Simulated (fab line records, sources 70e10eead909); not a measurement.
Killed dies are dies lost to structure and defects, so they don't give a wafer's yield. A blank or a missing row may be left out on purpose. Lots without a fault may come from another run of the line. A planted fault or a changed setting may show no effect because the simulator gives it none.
Chamber matching | flow nand_harc | NHARC_A_BONDPAD_CMP_19 on cmp-03: 4 sister chambers
The step polishes, t overpolish 30 s, cu recess touch 16 s, target thk 169.82 nm. 8 wafers are shown with their chamber, then 7 later ones without.

WAFERS WITH THEIR CHAMBER
wafer  | chamber | motor_current_A (A) | overpolish_run_s (s)
L769.4 | 2       | 11.7                | 29.998
L771.5 | 3       | 9.2                 | 30.002
L771.6 | 0       | 11.5                | 30.006
L783.4 | 3       | 9.2                 | 30.003
L783.5 | 2       | 11.5                | 30.003
L783.6 | 1       | 12.5                | 29.992
L785.1 | 1       | 12.9                | 30.004
L785.5 | 0       | 11.5                | 29.993

WAFERS WITHOUT THEIR CHAMBER
wafer  | motor_current_A (A) | overpolish_run_s (s)
L785.6 | 12.7                | 29.993
L790.3 | 12.3                | 29.992
L790.5 | 10.1                | 30.002
L790.6 | 11.6                | 30.005
L791.2 | 12.1                | 29.998
L791.3 | 9.6                 | 30.009
L791.6 | 9.0                 | 29.988

WHICH CHAMBER EACH WENT THROUGH
wafer  | from the rows above          | in truth
L785.6 | 1                            | 1
L790.3 | can't be placed: 1 or 2      | 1
L790.5 | 3                            | 3
L790.6 | can't be placed: 2 or 0      | 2
L791.2 | can't be placed: 2 or 1 or 0 | 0
L791.3 | 3                            | 3
L791.6 | 3                            | 3
Placed correctly: 4 of 7. Can't be placed from these rows: 3 (the true chamber is among the candidates in 3). Placed wrongly: 0.
How it was worked out, from the rows above alone: a wafer's distance from a chamber is the root of the sum, over the readings, of the square of ((its reading less the chamber's mean) divided by the reading's scatter). The wafer belongs to the nearest chamber; if the next one is less than 2 further off, it can't be placed. A chamber's mean is the mean of its shown wafers. The scatter: the root of (the sum of the squares of (reading less its chamber's mean) over the shown wafers, divided by (wafers less chambers)).
